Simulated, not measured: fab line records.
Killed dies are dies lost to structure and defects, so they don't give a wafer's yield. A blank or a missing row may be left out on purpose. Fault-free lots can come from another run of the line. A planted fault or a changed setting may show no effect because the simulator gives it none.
fab line records + flow n5Finfet
record
- lots=11
- wafers=33
- lastDay=19
route steps=1938 shown BEOL_M10@1484
lots that met no fault: taken from a fault-free run of the same line
startH: hours from the record's first day to the start of the lot's first wafer shown + waitH: hours from the lot's prior step to this one + " the same as in the row above + L1.1+2: one row covering several wafers at once + - either no value or no given start + * or withheld: withheld + < > ~ a bound
route shown NAME@n: names a module that has steps shown in the file, with the first one's number in the route + usual: mean/standard deviation of fault-free wafers + same: alike in all rows + chamber/n: place in a boat + sites: readings site by site + _std_site: standard deviation of those values + _edge_site: inner sites' mean taken away from outer sites' mean + radiusMm: how far each site lies from the wafer's centre + mask NAME#n: copy n + behind: the last tool/chamber to shape the wafer + hold: cause of the lot's hold/its duration in hours/its outcome + device: names the non-switching transistor (n, p or np) + end of line: tests run on the same wafers once the route is complete + a step without rows: its recipe alone + killed: count of dies lost to structure and defects at first sort (not the wafer's yield) + map: shows each die of a wafer: x if killed, . if not, _ if none is there
set.NAME: the run value of the setting; set.NAME@STEP: its run value at that earlier step + model.NAME: the simulator's own value behind a step, which no gauge read
a sample of lots followed through the steps of the route, with each step as a table and each wafer as a row
services: from which hour (startH, from the record's first day; less than 0 if before it) a tool's chamber was out of use, for how many hours, and why
## steps
# step N5_BEOL_M10_OVL_MEAS_12
# recipe
- pointsPerWafer=44
# usual
- M10_OVL=-0.4/0.85
# same
- pointsPerWafer=44
| lot.wafer | tool       | chamber | startH | waitH | M10_OVL[nm] |
|-----------|------------|---------|--------|-------|-------------|
| L794.2    | overlay-02 | 0       | 210.44 | 0.0   | -1.0        |
| L794.3    | "          | 0       | "      | "     | -2.2        |
| L794.5    | "          | 0       | "      | "     | -2.0        |
| L797.2    | overlay-02 | 0       | 235.45 | 0.0   | -0.1        |
| L797.4    | "          | 0       | "      | "     | -0.7        |
| L797.5    | "          | 0       | "      | "     | -0.4        |
| L798.1    | overlay-01 | 0       | 245.74 | 0.0   | -0.3        |
| L798.3    | "          | 0       | "      | "     | -0.1        |
| L798.5    | "          | 0       | "      | "     | -0.4        |
| L801.1    | overlay-02 | 0       | 267.05 | 0.0   | -0.6        |
| L801.2    | "          | 0       | "      | "     | -0.7        |
| L801.5    | "          | 0       | "      | "     | -0.3        |
| L807.3    | overlay-02 | 0       | 313.01 | 0.0   | -1.4        |
| L807.5    | "          | 0       | "      | "     | -1.9        |
| L807.6    | "          | 0       | "      | "     | -2.1        |
| L808.1    | overlay-01 | 0       | 316.12 | 0.0   | -0.9        |
| L808.3    | "          | 0       | "      | "     | -0.3        |
| L808.5    | "          | 0       | "      | "     | -0.3        |
| L810.1    | overlay-02 | 0       | 318.69 | 0.0   | -1.2        |
| L810.2    | "          | 0       | "      | "     | -0.5        |
| L810.4    | "          | 0       | "      | "     | -1.3        |
| L809.3    | overlay-02 | 0       | 319.14 | 0.0   | -1.8        |
| L809.5    | "          | 0       | "      | "     | -1.7        |
| L809.6    | "          | 0       | "      | "     | -1.3        |
| L811.1    | overlay-02 | 0       | 332.05 | 0.0   | -0.5        |
| L811.2    | "          | 0       | "      | "     | 0.1         |
| L811.4    | "          | 0       | "      | "     | 0.0         |
| L816.1    | overlay-02 | 0       | 368.87 | 0.0   | -0.2        |
| L816.5    | "          | 0       | "      | "     | -1.0        |
| L816.6    | "          | 0       | "      | "     | 0.7         |
| L817.2    | overlay-02 | 0       | 383.33 | 0.0   | -0.7        |
| L817.5    | "          | 0       | "      | "     | -1.0        |
| L817.6    | "          | 0       | "      | "     | -1.1        |
# step N5_BEOL_M10_ETCH_61
# recipe
- chemistry=CF4
- target=SiARC
- targetDepthA=390
- maskMaterial=CAR-ArF
- timeS=65
- ionEnergyEv=80
- pressureMtorr=40
- sourceW=545
- biasW=36
- Ar_flow_sccm=100
- cf4FlowSccm=100
- ends=cleared
# usual
- drypumpMotorCurrentA=5.7/0.35
- etchRfOnTimeS=64.3/0.72
- oesProductAu=0.69/0.071
- rfVppV=183.8/1.2
- showerheadPlenumPTorr=2.12/0.057
- throttleValvePct=15.47/0.15
| lot.wafer | tool       | chamber | startH | waitH | drypumpMotorCurrentA | etchRfOnTimeS | oesProductAu | rfHoursCounterH | rfVppV | showerheadPlenumPTorr | throttleValvePct |
|-----------|------------|---------|--------|-------|----------------------|---------------|--------------|-----------------|--------|-----------------------|------------------|
| L794.2    | rieDiel-01 | 2       | 210.53 | 0.0   | 5.7                  | 65.7          | 0.72         | 66              | 184.4  | 2.09                  | 15.18            |
| L794.3    | "          | 3       | "      | "     | 6.4                  | 64.4          | 0.79         | 22              | 183.0  | 2.10                  | 15.35            |
| L794.5    | "          | 0       | "      | "     | 5.2                  | 64.0          | 0.82         | -               | 183.4  | 2.10                  | 15.39            |
| L797.2    | rieDiel-06 | 2       | 235.54 | 0.0   | 5.7                  | 63.9          | 0.75         | 35              | 183.0  | 2.09                  | 15.39            |
| L797.4    | "          | 3       | "      | "     | 6.1                  | 65.7          | 0.57         | 247             | 183.5  | 2.03                  | 15.78            |
| L797.5    | "          | 2       | "      | "     | 5.7                  | 64.7          | 0.75         | -               | 183.4  | 2.09                  | 15.41            |
| L798.1    | rieDiel-01 | 2       | 245.83 | 0.0   | 5.8                  | 64.5          | 0.72         | 79              | 181.9  | 2.08                  | 15.21            |
| L798.3    | "          | 3       | "      | "     | 6.4                  | 63.4          | 0.77         | 36              | 183.5  | 2.10                  | 15.38            |
| L798.5    | "          | 2       | "      | "     | 5.8                  | 64.0          | 0.72         | -               | 183.7  | 2.08                  | 15.21            |
| L801.1    | rieDiel-02 | 1       | 267.14 | 0.0   | 5.8                  | 64.8          | 0.73         | 50              | 182.6  | 2.09                  | 15.40            |
| L801.2    | "          | 3       | "      | "     | 5.2                  | 63.9          | 0.62         | 219             | 185.4  | 2.20                  | 15.59            |
| L801.5    | "          | 1       | "      | "     | 5.8                  | 64.6          | 0.73         | -               | 185.2  | 2.09                  | 15.40            |
| L807.3    | rieDiel-02 | 1       | 313.45 | 0.0   | 5.9                  | 64.5          | 0.71         | 66              | 182.1  | 2.09                  | 15.40            |
| L807.5    | "          | 2       | "      | "     | 5.6                  | 64.0          | 0.70         | -               | 181.3  | 2.08                  | 15.39            |
| L807.6    | "          | 1       | "      | "     | 5.8                  | 64.6          | 0.71         | -               | 184.0  | 2.09                  | 15.43            |
| L808.1    | rieDiel-01 | 1       | 316.29 | 0.0   | 5.5                  | 63.7          | 0.79         | 17              | 183.4  | 2.10                  | 15.66            |
| L808.3    | "          | 2       | "      | "     | 5.7                  | 64.5          | 0.69         | 102             | 183.4  | 2.08                  | 15.25            |
| L808.5    | "          | 1       | "      | "     | 5.5                  | 64.1          | 0.78         | -               | 183.2  | 2.10                  | 15.68            |
| L810.1    | rieDiel-01 | 3       | 318.79 | 0.0   | 6.4                  | 64.2          | 0.73         | 59              | 184.1  | 2.09                  | 15.40            |
| L810.2    | "          | 1       | "      | "     | 5.5                  | 64.6          | 0.78         | 19              | 183.7  | 2.10                  | 15.68            |
| L810.4    | "          | 2       | "      | "     | 5.8                  | 64.5          | 0.69         | 103             | 185.0  | 2.07                  | 15.25            |
| L809.3    | rieDiel-06 | 3       | 319.24 | 0.0   | 6.2                  | 64.2          | 0.81         | 16              | 187.1  | 2.27                  | 15.31            |
| L809.5    | "          | 0       | "      | "     | 5.3                  | 64.8          | 0.66         | -               | 183.6  | 2.25                  | 15.52            |
| L809.6    | "          | 1       | "      | "     | 5.6                  | 66.3          | 0.59         | -               | 184.6  | 2.12                  | 15.61            |
| L811.1    | rieDiel-01 | 3       | 332.14 | 0.0   | 6.4                  | 64.3          | 0.73         | 64              | 183.8  | 2.09                  | 15.43            |
| L811.2    | "          | 2       | "      | "     | 5.8                  | 64.9          | 0.68         | 108             | 183.6  | 2.07                  | 15.27            |
| L811.4    | "          | 1       | "      | "     | 5.5                  | 65.5          | 0.76         | 23              | 182.6  | 2.10                  | 15.68            |
| L816.1    | rieDiel-02 | 0       | 368.98 | 0.0   | 5.9                  | 63.5          | 0.58         | 235             | 184.7  | 2.19                  | 15.53            |
| L816.5    | "          | 2       | "      | "     | 5.7                  | 63.3          | 0.68         | -               | 183.5  | 2.07                  | 15.43            |
| L816.6    | "          | 0       | "      | "     | 5.9                  | 63.5          | 0.58         | -               | 184.6  | 2.19                  | 15.52            |
| L817.2    | rieDiel-02 | 1       | 383.52 | 0.0   | 5.8                  | 65.5          | 0.68         | 93              | 183.3  | 2.08                  | 15.47            |
| L817.5    | "          | 1       | "      | "     | 5.8                  | 65.4          | 0.68         | -               | 183.1  | 2.08                  | 15.48            |
| L817.6    | "          | 0       | "      | "     | 5.8                  | 64.4          | 0.58         | -               | 185.6  | 2.19                  | 15.53            |
# step N5_BEOL_M10_EXPOSE_25
# recipe
- maskId=V9
- na=1.35
- sourceShape=annular
- sigmaInner=0.5
- sigmaOuter=0.8
- polarization=unpolarized
- doseMj=85.5
# usual
- exposureDoseMJCm2=85.49/0.088
| lot.wafer | tool           | chamber | startH | waitH | mask | exposureDoseMJCm2 |
|-----------|----------------|---------|--------|-------|------|-------------------|
| L794.2    | arfiScanner-01 | 0       | 212.56 | -     | V9#0 | 85.55             |
| L794.3    | "              | 0       | "      | "     | V9#0 | 85.55             |
| L794.5    | "              | 0       | "      | "     | V9#0 | 85.56             |
| L797.2    | arfiScanner-02 | 0       | 240.66 | -     | V9#0 | 85.42             |
| L797.4    | "              | 0       | "      | "     | V9#0 | 85.57             |
| L797.5    | "              | 0       | "      | "     | V9#0 | 85.44             |
| L798.1    | arfiScanner-01 | 0       | 247.49 | -     | V9#0 | 85.55             |
| L798.3    | "              | 0       | "      | "     | V9#0 | 85.68             |
| L798.5    | "              | 0       | "      | "     | V9#0 | 85.62             |
| L801.1    | arfiScanner-01 | 0       | 272.26 | -     | V9#0 | 84.19             |
| L801.2    | "              | 0       | "      | "     | V9#0 | 84.21             |
| L801.5    | "              | 0       | "      | "     | V9#0 | 84.07             |
| L807.3    | arfiScanner-01 | 0       | 314.76 | -     | V9#0 | 84.37             |
| L807.5    | "              | 0       | "      | "     | V9#0 | 84.37             |
| L807.6    | "              | 0       | "      | "     | V9#0 | 84.41             |
| L808.1    | arfiScanner-02 | 0       | 317.70 | -     | V9#0 | 85.44             |
| L808.3    | "              | 0       | "      | "     | V9#0 | 85.43             |
| L808.5    | "              | 0       | "      | "     | V9#0 | 85.39             |
| L810.1    | arfiScanner-03 | 0       | 319.72 | -     | V9#0 | 85.53             |
| L810.2    | "              | 0       | "      | "     | V9#0 | 85.57             |
| L810.4    | "              | 0       | "      | "     | V9#0 | 85.59             |
| L809.3    | arfiScanner-02 | 0       | 320.10 | -     | V9#0 | 85.33             |
| L809.5    | "              | 0       | "      | "     | V9#0 | 85.43             |
| L809.6    | "              | 0       | "      | "     | V9#0 | 85.30             |
| L811.1    | arfiScanner-02 | 0       | 335.46 | -     | V9#0 | 85.42             |
| L811.2    | "              | 0       | "      | "     | V9#0 | 85.30             |
| L811.4    | "              | 0       | "      | "     | V9#0 | 85.49             |
| L816.1    | arfiScanner-02 | 0       | 373.71 | -     | V9#0 | 85.49             |
| L816.5    | "              | 0       | "      | "     | V9#0 | 85.44             |
| L816.6    | "              | 0       | "      | "     | V9#0 | 85.54             |
| L817.2    | arfiScanner-03 | 0       | 384.24 | -     | V9#0 | 85.44             |
| L817.5    | "              | 0       | "      | "     | V9#0 | 85.52             |
| L817.6    | "              | 0       | "      | "     | V9#0 | 85.43             |
# step N5_BEOL_M10_VIA_ETCH_34
# recipe
- chemistry=C4F6/O2
- target=SiCOH_lowk
- targetDepthA=1845
- maskMaterial=SOC
- taperDeg=4
- timeS=69.2
- ionEnergyEv=250
- pressureMtorr=30
- sourceW=345
- biasW=185
- Ar_flow_sccm=300
- C4F6_flow_sccm=10
- O2_flow_sccm=10
# usual
- drypumpMotorCurrentA=5.7/0.34
- oesProductAu=0.81/0.086
- rfVppV=665/4.3
- showerheadPlenumPTorr=2.85/0.097
- throttleValvePct=20.77/0.11
# same
- timeS=69.2
| lot.wafer | tool       | chamber | startH | waitH | drypumpMotorCurrentA | oesProductAu | rfHoursCounterH | rfVppV | showerheadPlenumPTorr | throttleValvePct |
|-----------|------------|---------|--------|-------|----------------------|--------------|-----------------|--------|-----------------------|------------------|
| L794.2    | rieDiel-06 | 1       | 212.98 | 0.0   | 5.6                  | 0.73         | 181             | 665    | 2.82                  | 20.74            |
| L794.3    | "          | 2       | "      | "     | 5.7                  | 0.90         | 27              | 657    | 2.78                  | 20.73            |
| L794.5    | "          | 0       | "      | "     | 5.3                  | 0.82         | -               | 665    | 3.01                  | 20.86            |
| L797.2    | rieDiel-02 | 3       | 241.08 | 0.0   | 5.2                  | 0.71         | 210             | 666    | 2.95                  | 20.85            |
| L797.4    | "          | 0       | "      | "     | 5.9                  | 0.71         | 190             | 672    | 2.94                  | 20.67            |
| L797.5    | "          | 0       | "      | "     | 5.9                  | 0.71         | -               | 672    | 2.94                  | 20.66            |
| L798.1    | rieDiel-01 | 2       | 248.13 | 0.0   | 5.8                  | 0.83         | 80              | 665    | 2.77                  | 20.52            |
| L798.3    | "          | 0       | "      | "     | 5.1                  | 0.92         | 25              | 664    | 2.78                  | 20.78            |
| L798.5    | "          | 2       | "      | "     | 5.7                  | 0.82         | -               | 664    | 2.77                  | 20.51            |
| L801.1    | rieDiel-02 | 1       | 272.73 | 0.0   | 5.9                  | 0.84         | 52              | 662    | 2.78                  | 20.72            |
| L801.2    | "          | 2       | "      | "     | 5.6                  | 0.83         | 73              | 661    | 2.77                  | 20.69            |
| L801.5    | "          | 2       | "      | "     | 5.7                  | 0.82         | -               | 664    | 2.77                  | 20.69            |
| L807.3    | rieDiel-06 | 1       | 315.17 | 0.0   | 5.6                  | 0.70         | 219             | 665    | 2.81                  | 20.81            |
| L807.5    | "          | 2       | "      | "     | 5.7                  | 0.84         | -               | 656    | 2.77                  | 20.78            |
| L807.6    | "          | 3       | "      | "     | 6.2                  | 0.95         | -               | 668    | 3.02                  | 20.63            |
| L808.1    | rieDiel-02 | 1       | 318.35 | 0.0   | 5.9                  | 0.83         | 68              | 661    | 2.77                  | 20.74            |
| L808.3    | "          | 3       | "      | "     | 5.2                  | 0.70         | 237             | 665    | 2.93                  | 20.89            |
| L808.5    | "          | 1       | "      | "     | 5.9                  | 0.82         | -               | 660    | 2.77                  | 20.74            |
| L810.1    | rieDiel-01 | 2       | 320.15 | 0.0   | 5.8                  | 0.80         | 104             | 666    | 2.76                  | 20.56            |
| L810.2    | "          | 1       | "      | "     | 5.5                  | 0.90         | 19              | 669    | 2.80                  | 21.08            |
| L810.4    | "          | 0       | "      | "     | 5.2                  | 0.88         | 48              | 664    | 2.77                  | 20.82            |
| L809.3    | rieDiel-02 | 0       | 320.57 | 0.0   | 5.9                  | 0.68         | 217             | 674    | 2.93                  | 20.70            |
| L809.5    | "          | 0       | "      | "     | 5.9                  | 0.68         | -               | 671    | 2.93                  | 20.71            |
| L809.6    | "          | 1       | "      | "     | 5.8                  | 0.81         | -               | 662    | 2.77                  | 20.73            |
| L811.1    | rieDiel-06 | 1       | 335.95 | 0.0   | 5.6                  | 0.69         | 226             | 664    | 2.81                  | 20.81            |
| L811.2    | "          | 3       | "      | "     | 6.2                  | 0.92         | 23              | 668    | 3.02                  | 20.66            |
| L811.4    | "          | 2       | "      | "     | 5.7                  | 0.83         | 73              | 657    | 2.76                  | 20.80            |
| L816.1    | rieDiel-02 | 1       | 374.42 | 0.0   | 5.8                  | 0.81         | 90              | 660    | 2.76                  | 20.76            |
| L816.5    | "          | 2       | "      | "     | 5.7                  | 0.80         | -               | 662    | 2.75                  | 20.74            |
| L816.6    | "          | 0       | "      | "     | 5.9                  | 0.67         | -               | 673    | 2.92                  | 20.73            |
| L817.2    | rieDiel-02 | 2       | 384.98 | 0.0   | 5.7                  | 0.80         | 113             | 663    | 2.75                  | 20.76            |
| L817.5    | "          | 3       | "      | "     | 5.2                  | 0.98         | -               | 667    | 2.93                  | 20.58            |
| L817.6    | "          | 0       | "      | "     | 5.9                  | 0.68         | -               | 673    | 2.91                  | 20.74            |
## services
| tool           | chamber | startH | hours | kind   |
|----------------|---------|--------|-------|--------|
| arfiScanner-01 | -       | 187.90 | 0.2   | repair |
| arfiScanner-01 | -       | 197.31 | 1.3   | pm     |
| arfiScanner-02 | -       | 204.40 | 1.7   | repair |
| rieDiel-02     | 0       | 212.15 | 22.1  | repair |
| rieDiel-06     | 3       | 215.95 | 2.9   | repair |
| arfiScanner-02 | -       | 245.81 | 0.8   | pm     |
| arfiScanner-02 | -       | 262.93 | 0.8   | repair |
| arfiScanner-02 | -       | 276.74 | 1.0   | pm     |
| rieDiel-02     | 2       | 281.00 | 6.7   | repair |
| arfiScanner-01 | -       | 281.47 | 0.8   | pm     |
| arfiScanner-01 | -       | 287.86 | 1.5   | pm     |
| arfiScanner-02 | -       | 290.35 | 1.3   | pm     |
| arfiScanner-01 | -       | 293.31 | 0.5   | repair |
| arfiScanner-01 | -       | 293.82 | 1.0   | pm     |
| arfiScanner-01 | -       | 295.97 | 4.9   | pm     |
| arfiScanner-02 | -       | 300.63 | 8.5   | repair |
| arfiScanner-01 | -       | 301.32 | 6.9   | repair |
| rieDiel-01     | 2       | 307.95 | 1.8   | repair |
| arfiScanner-01 | -       | 322.81 | 1.3   | pm     |
| arfiScanner-01 | -       | 341.45 | 0.8   | pm     |
| arfiScanner-02 | -       | 342.95 | 6.6   | repair |
| arfiScanner-02 | -       | 349.57 | 1.0   | pm     |
| rieDiel-06     | 0       | 360.39 | 6.0   | repair |
| rieDiel-01     | 1       | 371.83 | 1.8   | repair |
## key
firstSign
- step=N5_BEOL_M10_EXPOSE_25
- reading=exposureDoseMJCm2
- direction=down
- sigmas=14
- usual=85.49
- struck=84.27
effect none on later readings
metAt N5_BEOL_M10_EXPOSE_25
struckLots L801,L807
loopTrim
- step=N5_BEOL_M10_EXPOSE_25
- setting=dose
- lots=L807
notActingAt N5_BEOL_M10_OVL_MEAS_12,N5_BEOL_M10_ETCH_61,N5_BEOL_M10_VIA_ETCH_34
onsetBetween 247.49 272.26
fault
- kind=processParameterDrift
- tool=arfiScanner-01
- chamber=-
- onsetH=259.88
- steps=N5_BEOL_M10_EXPOSE_25
- channel=doseMj
- offset=-1.3979
- shape=step
- actsIn=theseRecipesOnly
- stated=85.5
# loopTrim: a control loop set the setting to another value than it would have without faults
